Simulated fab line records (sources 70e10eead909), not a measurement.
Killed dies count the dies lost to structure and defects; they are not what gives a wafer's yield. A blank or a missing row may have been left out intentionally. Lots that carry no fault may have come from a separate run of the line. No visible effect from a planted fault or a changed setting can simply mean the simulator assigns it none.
Chamber matching + flow nand-harc + NHARC_A_STAIRCASE_TRIM_187 on rie-diel-07 has 4 sister chambers
The step chemistry O2, time 211.2 s. 8 wafers are shown with their chamber, then 9 later ones without.

EACH WAFER AND ITS CHAMBER
| wafer  | chamber | drypump-motor-current-A (A) | showerhead-plenum-p-Torr (Torr) |
|--------|---------|-----------------------------|---------------------------------|
| L080.4 | 2       | 5.9                         | 3.50                            |
| L084.2 | 0       | 5.9                         | 3.48                            |
| L084.6 | 2       | 6.0                         | 3.50                            |
| L085.1 | 3       | 4.9                         | 3.36                            |
| L085.5 | 1       | 6.3                         | 3.38                            |
| L088.1 | 3       | 4.9                         | 3.35                            |
| L088.5 | 0       | 5.9                         | 3.47                            |
| L088.6 | 1       | 6.3                         | 3.38                            |

WAFERS WHOSE CHAMBER IS MISSING
| wafer  | drypump-motor-current-A (A) | showerhead-plenum-p-Torr (Torr) |
|--------|-----------------------------|---------------------------------|
| L090.2 | 5.8                         | 3.47                            |
| L090.5 | 6.3                         | 3.38                            |
| L090.6 | 6.0                         | 3.49                            |
| L091.2 | 5.9                         | 3.49                            |
| L091.3 | 6.3                         | 3.38                            |
| L091.5 | 5.9                         | 3.47                            |
| L096.1 | 5.9                         | 3.46                            |
| L096.3 | 4.9                         | 3.34                            |
| L096.4 | 5.9                         | 3.48                            |

THE CHAMBER EACH PASSED THROUGH
| wafer  | from the rows above     | in truth                   |
|--------|-------------------------|----------------------------|
| L090.2 | 0                       | 0                          |
| L090.5 | 1                       | 1                          |
| L090.6 | can't be placed: 2 or 0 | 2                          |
| L091.2 | can't be placed: 2 or 0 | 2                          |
| L091.3 | 1                       | 1                          |
| L091.5 | 0                       | 0                          |
| L096.1 | 0                       | 0                          |
| L096.3 | 3                       | 3                          |
| L096.4 | 0                       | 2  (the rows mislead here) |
6 of 9 placed correctly. From these rows, 2 cannot be placed; in 2 the true chamber is one of the candidates. Placed wrongly: 1.
How it was worked out, from the rows above alone: a wafer's distance from a chamber is the root of the sum, over the readings, of the square of ((its reading less the chamber's mean) divided by the reading's scatter). The wafer belongs to the nearest chamber; if the next one is less than 2 further off, it can't be placed. The mean given for a chamber averages the wafers shown for that chamber. The scatter: the root of (the sum of the squares of (reading less its chamber's mean) over the shown wafers, divided by (wafers less chambers)).
